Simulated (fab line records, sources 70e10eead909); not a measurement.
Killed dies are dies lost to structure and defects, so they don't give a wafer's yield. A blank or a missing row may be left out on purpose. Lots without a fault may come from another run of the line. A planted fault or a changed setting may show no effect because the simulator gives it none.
fab line records | flow nand_harc
record lots=6 wafers=18 last_day=34
route steps=1302 shown A_CONTACT@1031 END@1302
lots that met no fault: from a run of the same line without faults
start_h: hours from the record's first day to the start of the lot's first wafer shown | wait_h: hours since the lot's step before | " the same as in the row above | L1.1+2: a row that stands for several wafers | - no value, or no start given | * or withheld: withheld | < > ~ a bound
route shown NAME@n: a module of which the file shows steps, and the number in the route of the first | usual: mean/standard deviation of fault-free wafers | same: alike in all rows | chamber/n: place in a boat | sites: the reading at each site | _std_site: their standard deviation | _edge_site: outer sites' mean less inner sites' | radius_mm: how far each site lies from the wafer's centre | mask NAME#n: copy n | behind: the tool/chamber that last shaped the wafer | hold: why the lot was held/for how many hours/how that ended | device: the transistor (n, p or np) that didn't switch | end of line: the same wafers' tests at the end of the route | a step without rows: its recipe alone | killed: dies lost to structure and defects at the first sort, not the wafer's yield | map: a wafer's dies, x killed, . not, _ none there
set.NAME: the setting as run; set.NAME@STEP: as run at that earlier step | model.NAME: the simulator's own value behind a step, which no gauge read
lots at some steps of the route; a table a step, a row a wafer
services: from which hour (start_h, from the record's first day; less than 0 if before it) a tool's chamber was out of use, for how many hours, and why
## steps
# step NHARC_A_CONTACT_COAT_61
# recipe temp_c=260 time_s=75
# step NHARC_A_CONTACT_COAT_62
# recipe temp_c=225 time_s=65
# step NHARC_A_CONTACT_COAT_63
# recipe spin_rpm=1500 resist_thk_nm=90
# step NHARC_A_CONTACT_SOFTBAKE_64
# recipe temp_c=105 time_s=55
# step NHARC_A_CONTACT_EBR_65
# step NHARC_A_CONTACT_EXPOSE_66
# recipe na=1.35 sigma_outer=0.8 dose_mj=59.02 mask_id=A_CC_2
# step NHARC_A_CONTACT_PEB_67
# recipe peb_temp_c=100 peb_time_s=65
# step NHARC_A_CONTACT_DEVELOP_68
# recipe develop_time_s=35 dev_temp_c=23
# step NHARC_A_CONTACT_CD_MEAS_69
# recipe target_cd_nm=300 landing_energy_ev=500
# usual cd_nm=299.7/0.51
# columns lot.wafer tool chamber start_h wait_h cd_nm
L790.1 cd_sem-01 0 523.19 - 300.2
L790.2 " 0 " " 300.3
L790.3 " 0 " " 299.7
L794.2 cd_sem-03 0 539.06 - 299.9
L794.3 " 0 " " 300.1
L794.5 " 0 " " 299.9
L806.3 cd_sem-01 0 667.01 - 299.9
L806.5 " 0 " " 299.5
L806.6 " 0 " " 300.3
L809.3 cd_sem-03 0 685.09 - 299.0
L809.4 " 0 " " 299.0
L809.6 " 0 " " 299.0
L811.1 cd_sem-03 0 714.74 - 300.5
L811.2 " 0 " " 299.4
L811.3 " 0 " " 299.7
L812.1 cd_sem-01 0 739.86 - 299.0
L812.2 " 0 " " 298.7
L812.5 " 0 " " 298.2
# step NHARC_A_CONTACT_OVL_MEAS_70
# usual overlay_x_nm=0.1/0.96 overlay_y_nm=0.2/0.92
# columns lot.wafer tool chamber start_h wait_h overlay_x_nm overlay_y_nm
L790.1 overlay-02 - 523.28 - -0.7 0.6
L790.2 " - " " -0.2 0.6
L790.3 " - " " -0.5 0.3
L794.2 overlay-01 - 539.14 - -1.0 0.3
L794.3 " - " " -1.7 0.0
L794.5 " - " " -1.3 0.0
L806.3 overlay-01 - 667.09 - -0.7 -1.3
L806.5 " - " " -1.3 -1.6
L806.6 " - " " -0.5 -0.8
L809.3 overlay-01 - 685.18 - 1.2 1.0
L809.4 " - " " 1.3 0.3
L809.6 " - " " 1.0 1.3
L811.1 overlay-02 - 714.83 - 1.1 0.0
L811.2 " - " " 1.2 0.1
L811.3 " - " " 1.1 -0.1
L812.1 overlay-01 - 739.95 - 0.7 -0.3
L812.2 " - " " 1.1 -0.2
L812.5 " - " " 0.1 -0.6
# step NHARC_A_CONTACT_INSPECT_71
# usual raw_defect_count=91/37
# columns lot.wafer tool chamber start_h wait_h raw_defect_count
L790.1 defect_inspect-02 - 523.32 0.0 70
L790.2 " - " " 71
L790.3 " - " " 58
L794.2 defect_inspect-01 - 539.18 0.0 17
L794.3 " - " " 23
L794.5 " - " " 21
L806.3 defect_inspect-02 - 667.14 0.0 73
L806.5 " - " " 96
L806.6 " - " " 72
L809.3 defect_inspect-02 - 685.21 0.0 102
L809.4 " - " " 97
L809.6 " - " " 84
L811.1 defect_inspect-01 - 714.87 0.0 67
L811.2 " - " " 60
L811.3 " - " " 60
L812.1 defect_inspect-01 - 739.99 0.0 124
L812.2 " - " " 114
L812.5 " - " " 130
# step NHARC_A_CONTACT_DESCUM_74
# recipe time_s=3 o2_flow_sccm=200 ar_flow_sccm=0 bias_power_w=0 chemistry=O2
# usual drypump_motor_current_A=5.9/0.48 oes_product_au=0.999/0.01 rf_vpp_V=57.8/0.96 showerhead_plenum_p_Torr=1.92/0.087 throttle_valve_pct=11.313/0.0087
# columns lot.wafer tool chamber start_h wait_h drypump_motor_current_A oes_product_au rf_hours_counter_h rf_vpp_V showerhead_plenum_p_Torr throttle_valve_pct
L790.2 rie_diel-11 2 523.38 0.1 5.9 1.016 6 57.8 1.80 11.308
L790.3 " 3 " " 6.6 1.001 7 58.4 2.02 11.319
L790.1 " 0 " " 5.2 0.992 7 56.6 1.95 11.303
L794.3 rie_diel-11 2 539.32 0.1 5.9 1.018 12 58.3 1.80 11.318
L794.2 " 0 " " 5.1 0.998 13 58.3 1.94 11.310
L794.5 " 2 " " 5.9 1.016 - 58.0 1.80 11.292
L806.3 rie_diel-11 1 667.21 0.1 6.1 0.981 4 55.8 1.93 11.317
L806.5 " 3 " " 6.6 0.992 - 58.9 2.01 11.315
L806.6 " 0 " " 5.2 1.000 - 57.2 1.94 11.336
L809.3 rie_diel-11 1 685.27 0.1 6.1 0.988 10 57.3 1.93 11.318
L809.4 " 0 " " 5.2 1.007 10 57.1 1.94 11.318
L809.6 " 1 " " 6.1 0.996 - 58.0 1.93 11.310
L811.1 rie_diel-06 2 715.03 0.2 6.2 0.980 19 57.8 1.81 11.306
L811.2 " 3 " " 5.8 0.995 16 57.2 2.04 11.316
L811.3 " 0 " " 5.2 0.985 13 56.1 1.89 11.316
L812.1 rie_diel-06 0 740.05 0.1 5.2 0.995 21 57.0 1.89 11.317
L812.2 " 3 " " 5.8 1.007 24 57.3 2.03 11.318
L812.5 " 2 " " 6.2 0.993 - 58.3 1.81 11.304
# step NHARC_A_CONTACT_ETCH_75
# recipe target_depth_a=390 over_etch_frac=0.3 time_s=65 ion_energy_ev=80 cf4_flow_sccm=150 ar_flow_sccm=0 rf_w=300 bias_w=100 chemistry=CF4
# usual drypump_motor_current_A=5.9/0.49 oes_product_au=0.998/0.011 rf_vpp_V=151.5/1.3 showerhead_plenum_p_Torr=1.78/0.072 throttle_valve_pct=13.285/0.0092
# columns lot.wafer tool chamber start_h wait_h drypump_motor_current_A oes_product_au rf_hours_counter_h rf_vpp_V showerhead_plenum_p_Torr throttle_valve_pct
L790.3 rie_diel-11 2 523.48 0.1 5.9 1.002 6 149.3 1.67 13.297
L790.2 " 3 " " 6.6 1.001 7 152.0 1.86 13.288
L790.1 " 0 " " 5.2 1.006 7 152.0 1.80 13.292
L794.2 rie_diel-11 0 539.41 0.1 5.2 0.992 13 151.0 1.80 13.278
L794.3 " 1 " " 6.1 0.986 11 151.3 1.79 13.302
L794.5 " 1 " " 6.1 0.985 - 150.0 1.79 13.293
L806.3 rie_diel-11 2 667.28 0.1 5.9 0.852 2 149.6 1.67 13.301
L806.6 " 2 " " 5.9 0.839 - 149.2 1.67 13.282
L806.5 " 3 " " 6.6 0.825 - 153.5 1.85 13.277
L809.4 rie_diel-11 3 685.36 0.1 6.6 0.831 8 152.0 1.85 13.284
L809.3 " 0 " " 5.2 0.840 10 149.7 1.79 13.281
L809.6 " 3 " " 6.6 0.822 - 153.1 1.85 13.290
L811.3 rie_diel-06 0 715.32 0.3 5.1 0.983 13 150.4 1.75 13.253
L811.1 " 2 " " 6.2 0.983 19 151.6 1.68 13.286
L811.2 " 3 " " 5.8 1.003 16 153.0 1.87 13.266
L812.1 rie_diel-06 2 740.15 0.1 6.2 0.987 27 151.1 1.68 13.272
L812.2 " 0 " " 5.1 0.992 21 152.5 1.75 13.296
L812.5 " 2 " " 6.2 0.977 - 149.7 1.68 13.292
# step NHARC_A_CONTACT_ETCH_76
# recipe target_depth_a=2600 over_etch_frac=0.3 time_s=475.3 ion_energy_ev=200 n2_flow_sccm=150 h2_flow_sccm=150 ar_flow_sccm=0 rf_w=400 bias_w=150 chemistry=N2/H2
# usual drypump_motor_current_A=5.9/0.47 oes_product_au=0.998/0.01 rf_vpp_V=430.7/2.8 showerhead_plenum_p_Torr=2.05/0.093 throttle_valve_pct=14.173/0.0085
# columns lot.wafer tool chamber start_h wait_h drypump_motor_current_A oes_product_au rf_hours_counter_h rf_vpp_V showerhead_plenum_p_Torr throttle_valve_pct
L790.1 rie_diel-11 0 - - 5.2 0.997 7 430.2 2.08 14.182
L790.3 " 2 " " 5.9 1.018 6 426.1 1.92 14.195
L790.2 " 3 " " 6.6 0.991 7 433.6 2.16 14.168
L794.3 rie_diel-11 0 - - 5.2 1.000 14 431.3 2.07 14.177
L794.2 " 2 " " 5.9 1.007 13 427.8 1.92 14.171
L794.5 " 0 " " 5.2 0.986 - 432.4 2.07 14.172
L806.3 rie_diel-11 0 - - 5.2 1.010 4 432.5 2.07 14.180
L806.5 " 2 " " 5.9 1.005 - 426.3 1.91 14.170
L806.6 " 3 " " 6.6 0.999 - 433.4 2.15 14.173
L809.4 rie_diel-11 2 - - 5.9 1.016 9 427.1 1.91 14.168
L809.3 " 3 " " 6.6 0.996 8 434.1 2.15 14.168
L809.6 " 2 " " 5.9 1.003 - 425.5 1.91 14.162
L811.2 rie_diel-06 2 - - 6.2 0.995 19 427.2 1.93 14.175
L811.3 " 3 " " 5.8 0.995 17 434.7 2.17 14.167
L811.1 " 0 " " 5.2 1.003 14 430.3 2.01 14.174
L812.2 rie_diel-06 3 - - 5.8 0.995 24 435.9 2.17 14.168
L812.1 " 2 " " 6.2 0.983 27 427.7 1.93 14.171
L812.5 " 2 " " 6.2 0.975 - 425.9 1.93 14.175
# step NHARC_END_SORT_01
# recipe temp_c=25
# usual killed_at_array=58/20 killed_at_other=0.8/1 killed_at_periphery=4.6/2.8 killed_dies=63/19 killed_open=3.4/2 killed_short=2.4/1.8
# same gross_dies=677
# columns lot.wafer tool chamber start_h wait_h hold killed_at_array killed_at_other killed_at_periphery killed_dies killed_open killed_short
L790.1 prober-01 0 580.25 2.5 - 51 0 3 54 1 6
L790.2 prober-01 0 581.06 2.8 - 48 2 4 54 2 5
L790.3 prober-01 0 581.86 3.1 - 34 1 3 38 2 2
L794.2 prober-01 0 598.46 2.8 - 20 3 5 28 1 1
L794.3 prober-01 0 599.26 3.1 - 25 4 8 37 4 1
L794.5 prober-01 0 600.85 3.7 - 19 2 5 26 1 0
L806.3 prober-01 0 728.18 3.1 await_dispo/5.0h/release 119 0 0 119 3 2
L806.5 prober-01 0 729.78 3.7 await_dispo/5.0h/release 143 0 2 145 3 3
L806.6 prober-01 0 730.59 4.0 await_dispo/5.0h/release 113 1 2 116 4 2
L809.3 prober-02 0 751.19 3.1 await_dispo/3.5h/release 170 0 1 171 1 2
L809.4 prober-02 0 751.99 3.4 await_dispo/3.5h/release 140 1 3 144 2 2
L809.6 prober-02 0 753.60 4.0 await_dispo/3.5h/release 107 0 0 107 2 1
L811.1 prober-02 0 775.14 2.5 - 53 1 11 65 4 2
L811.2 prober-02 0 775.94 2.8 - 48 2 11 61 6 3
L811.3 prober-02 0 776.75 3.1 - 40 0 7 47 1 2
L812.1 prober-02 0 801.62 2.5 - 60 1 1 62 5 2
L812.2 prober-02 0 802.42 2.8 - 70 0 7 77 5 5
L812.5 prober-02 0 804.81 3.7 - 79 2 9 90 8 0
# killed by level:class
L790.1 A_CHANNEL_HOLE_D1:chamber_film_flake=30 A_CHANNEL_HOLE_D2:chamber_film_flake=6 A_STAIRCASE:chamber_film_flake=3 A_CONTACT:chamber_film_flake=3 A_ONON_D1:geometric_particle:short=2 P_STI:chamber_film_flake=2 P_GATE:geometric_particle:short=1 A_SOURCE_PLATE:geometric_particle:short=1
L790.2 A_CHANNEL_HOLE_D1:chamber_film_flake=26 A_CHANNEL_HOLE_D2:chamber_film_flake=7 A_CHANNEL_FILL_D1:geometric_particle:short=3 P_GATE:chamber_film_flake=3 A_STAIRCASE:chamber_film_flake=2 A_SGD_CUT:chamber_film_flake=2 A_CONTACT:chamber_film_flake=2 THIN_TSV:chamber_film_flake=2
L790.3 A_CHANNEL_HOLE_D1:chamber_film_flake=17 A_SGD_CUT:chamber_film_flake=4 P_GATE:chamber_film_flake=3 A_CONTACT:chamber_film_flake=2 A_CHANNEL_HOLE_D2:chamber_film_flake=2 A_SLIT:chamber_film_flake=2 A_WL_FILL:chamber_film_flake=2 A_ONON_D1:geometric_particle:short=1
L794.2 A_CHANNEL_HOLE_D2:chamber_film_flake=8 A_CHANNEL_HOLE_D1:chamber_film_flake=7 P_GATE:chamber_film_flake=3 THIN_TSV:chamber_film_flake=2 A_ONON_D1:geometric_particle:short=1 P_STI:chamber_film_flake=1 P_BONDPAD:chamber_film_flake=1 STARTING-WAFER:geometric_particle:open=1
L794.3 A_CHANNEL_HOLE_D2:chamber_film_flake=9 A_CHANNEL_HOLE_D1:chamber_film_flake=8 P_BONDPAD:chamber_film_flake=6 THIN_TSV:chamber_film_flake=4 P_M0:geometric_particle:open=1 A_ONON_D1:geometric_particle:open=1 A_CHANNEL_FILL_D1:geometric_particle:open=1 A_SGD_CUT:geometric_particle:short=1
L794.5 A_CHANNEL_HOLE_D2:chamber_film_flake=8 A_CHANNEL_HOLE_D1:chamber_film_flake=7 P_BONDPAD:chamber_film_flake=3 A_CONTACT:chamber_film_flake=2 THIN_TSV:chamber_film_flake=2 P_M0:geometric_particle:open=1 P_GATE:chamber_film_flake=1 A_DECK1_JOINT:chamber_film_flake=1
L806.3 A_CONTACT:area_etch=66 A_SLIT:chamber_film_flake=29 A_CHANNEL_HOLE_D1:chamber_film_flake=9 A_CONTACT:chamber_film_flake=5 A_CHANNEL_FILL_D1:geometric_particle:open=2 A_SGD_CUT:chamber_film_flake=2 A_BLC:chamber_film_flake=2 A_DECK1_JOINT:geometric_particle:open=1
L806.5 A_CONTACT:area_etch=83 A_SLIT:chamber_film_flake=29 A_CHANNEL_HOLE_D1:chamber_film_flake=11 A_CONTACT:chamber_film_flake=9 A_SGD_CUT:chamber_film_flake=2 A_ONON_D1:geometric_particle:short=1 A_CHANNEL_FILL_D1:geometric_particle:open=1 A_CHANNEL_FILL_D1:geometric_particle:short=1
L806.6 A_CONTACT:area_etch=69 A_SLIT:chamber_film_flake=19 A_CONTACT:chamber_film_flake=8 A_CHANNEL_HOLE_D1:chamber_film_flake=4 A_BLC:chamber_film_flake=3 A_ONON_D2:geometric_particle:open=2 A_ONON_D1:geometric_particle:short=1 A_ONON_D2:geometric_particle:short=1
L809.3 A_CONTACT:area_etch=103 A_CHANNEL_HOLE_D2:chamber_film_flake=30 A_CHANNEL_HOLE_D1:chamber_film_flake=18 A_SLIT:chamber_film_flake=6 A_CONTACT:chamber_film_flake=6 A_ONON_D1:geometric_particle:open=1 A_DECK1_JOINT:geometric_particle:short=1 A_ONON_D2:geometric_particle:short=1
L809.4 A_CONTACT:area_etch=74 A_CHANNEL_HOLE_D1:chamber_film_flake=40 A_CHANNEL_HOLE_D2:chamber_film_flake=13 A_SLIT:chamber_film_flake=3 A_CHANNEL_FILL_D2:chamber_film_flake=3 P_STI:geometric_particle:short=1 P_M2:geometric_particle:open=1 A_ONON_D1:geometric_particle:open=1
L809.6 A_CONTACT:area_etch=57 A_CHANNEL_HOLE_D1:chamber_film_flake=22 A_CHANNEL_HOLE_D2:chamber_film_flake=18 A_SLIT:chamber_film_flake=2 A_CHANNEL_FILL_D2:chamber_film_flake=2 A_CONTACT:chamber_film_flake=2 A_CHANNEL_FILL_D1:geometric_particle:open=1 A_BLC:geometric_particle:open=1
L811.1 A_CHANNEL_HOLE_D2:chamber_film_flake=29 P_GATE:chamber_film_flake=9 A_SLIT:chamber_film_flake=5 A_STAIRCASE:chamber_film_flake=3 A_CONTACT:chamber_film_flake=3 A_CHANNEL_FILL_D2:chamber_film_flake=2 A_BONDPAD:chamber_film_flake=2 P_M0:geometric_particle:open=1
L811.2 A_CHANNEL_HOLE_D2:chamber_film_flake=20 A_SLIT:chamber_film_flake=9 A_CONTACT:chamber_film_flake=8 P_GATE:chamber_film_flake=6 P_M0:geometric_particle:open=2 P_ZERO_WELL:chamber_film_flake=2 A_BONDPAD:chamber_film_flake=2 THIN_TSV:chamber_film_flake=2
L811.3 A_CHANNEL_HOLE_D2:chamber_film_flake=18 A_CONTACT:chamber_film_flake=6 P_GATE:chamber_film_flake=5 A_SLIT:chamber_film_flake=4 A_CHANNEL_HOLE_D1:chamber_film_flake=3 A_BONDPAD:chamber_film_flake=3 P_M1:chamber_film_flake=2 A_ONON_D2:geometric_particle:short=1
L812.1 A_CHANNEL_HOLE_D2:chamber_film_flake=16 A_CHANNEL_HOLE_D1:chamber_film_flake=15 A_SLIT:chamber_film_flake=15 A_WL_FILL:chamber_film_flake=4 A_BLC:geometric_particle:open=2 A_DECK1_JOINT:geometric_particle:open=1 A_ONON_D2:geometric_particle:short=1 A_CHANNEL_HOLE_D2:geometric_particle:open=1
L812.2 A_SLIT:chamber_film_flake=24 A_CHANNEL_HOLE_D2:chamber_film_flake=21 A_CHANNEL_HOLE_D1:chamber_film_flake=10 P_BONDPAD:chamber_film_flake=4 A_CHANNEL_FILL_D1:geometric_particle:short=2 A_DECK1_JOINT:geometric_particle:open=2 P_GATE:chamber_film_flake=2 A_STAIRCASE:chamber_film_flake=2
L812.5 A_SLIT:chamber_film_flake=35 A_CHANNEL_HOLE_D2:chamber_film_flake=15 A_CHANNEL_HOLE_D1:chamber_film_flake=12 A_WL_FILL:chamber_film_flake=7 P_BONDPAD:chamber_film_flake=5 A_CONTACT:geometric_particle:open=3 A_DECK1_JOINT:chamber_film_flake=3 A_STAIRCASE:chamber_film_flake=2
# map L806.5 (x killed, . not)
____________.____________
_________......._________
_______.x..x.x...._______
______..x........x.______
_____.....x.....x..._____
____.............x...____
____..x..............____
___........x..........___
___......x......xx....___
__.x...........x.....x.__
__.....................__
_.x.....x..............._
_xx....................._
_x..xx.................._
_x.x...........x....x..x_
_xx....................x_
......x......x...........
..x....................x.
..x........x..x.x..x...xx
.x..........xxxx.........
x.x.........xxxxx........
_x.......x..xxxxx......._
_x..xx.x....xxxxxx....x._
_......x...xxx.xx......._
_.......x...xxx..xx..x.x_
_xx....x.x.x.xx.......x._
__x.x.......xx..x......__
__xx........x......x...__
___.......x..........x___
___.x.x.x.x.x.....x.x.___
____.xx.....x.xx.....____
____xx.xxx..x.....x.x____
_____..x.x..xx......_____
______xx.x........x______
_______xxx.xxx..x._______
_________xxxx..x_________
____________.____________
# map L809.3 (x killed, . not)
____________x____________
_________.....xx_________
_______.x..x.x.x.x_______
______.x.x.x..x..xx______
_____.........x....x_____
____.x.......xxx...xx____
____x.xx..........x..____
___.x.....x.........xx___
___......x....x......x___
__xx................x.x__
__xx..................x__
_x...................x.x_
_..x..................x._
_xx.x.x................._
_xx.x.................x._
_x.x................x..x_
xxxx............x......x.
xxxx.........xx........xx
.xx......................
x........x...xxx.......xx
xxxx...x...xx.x..x....xx.
_xx......x.x.x.x.......x_
_x.xx.x.....x.xx......x._
_.x..x.....x.x.xx......._
_xx.......x.xxx.x...x.xx_
_.x........xxxx.....x..._
__.xx.................x__
__xx..........x........__
___xx......x...x.....x___
___...............xx..___
____x..xx.x........xx____
____x...x......xxxxx.____
_____xx......x......_____
______xxx..x...xx..______
_______xx..x......_______
_________x..xx.x_________
____________x____________
## services
# columns tool chamber start_h hours kind
rie_diel-11 0 502.53 - clean
rie_diel-11 1 502.53 - clean
rie_diel-11 2 502.53 - clean
rie_diel-11 3 502.53 - clean
rie_diel-11 1 522.40 4.4 repair
rie_diel-06 0 524.67 9.9 repair
rie_diel-11 0 527.03 - clean
rie_diel-11 1 527.03 - clean
rie_diel-11 2 527.03 - clean
rie_diel-11 3 527.03 - clean
rie_diel-06 1 551.05 2.3 repair
rie_diel-11 0 551.55 - clean
rie_diel-11 1 551.55 - clean
rie_diel-11 2 551.55 - clean
rie_diel-11 3 551.55 - clean
rie_diel-11 1 553.53 7.1 repair
rie_diel-06 0 565.19 10.4 repair
rie_diel-11 0 576.05 - clean
rie_diel-06 2 589.06 6.9 repair
rie_diel-06 1 611.16 8.6 repair
rie_diel-11 - 646.03 9.0 pm
rie_diel-06 - 662.38 9.0 pm
rie_diel-06 0 707.48 1.6 repair
rie_diel-06 1 733.90 13.4 repair
## key
first_sign step=NHARC_A_CONTACT_ETCH_75 reading=oes_product_au direction=down sigmas=15 usual=0.998 struck=0.835
effect step=NHARC_END_SORT_01 reading=killed_at_array direction=up sigmas=3.8 usual=58 struck=132
more_kills_born_at NHARC_A_CONTACT_ETCH_75@rie_diel-11=452
met_at NHARC_A_CONTACT_ETCH_75
struck_wafers L806.3,L806.5,L806.6,L809.3,L809.4,L809.6
tester_left_out L806,L809
onset_between 539.41 667.28
fault kind=process_parameter_drift tool=rie_diel-11 chamber=- onset_h=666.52 steps=NHARC_A_CONTACT_ETCH_75 channel=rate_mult offset=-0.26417 shape=step end_h=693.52
# tester_left_out: of these lots the tester's yield and bins aren't shown, on N5 and GAA mostly nor the transistor test; their killed dies are dies lost to structure and defects alone, not to doping, threshold or leakage, so they don't give the yield
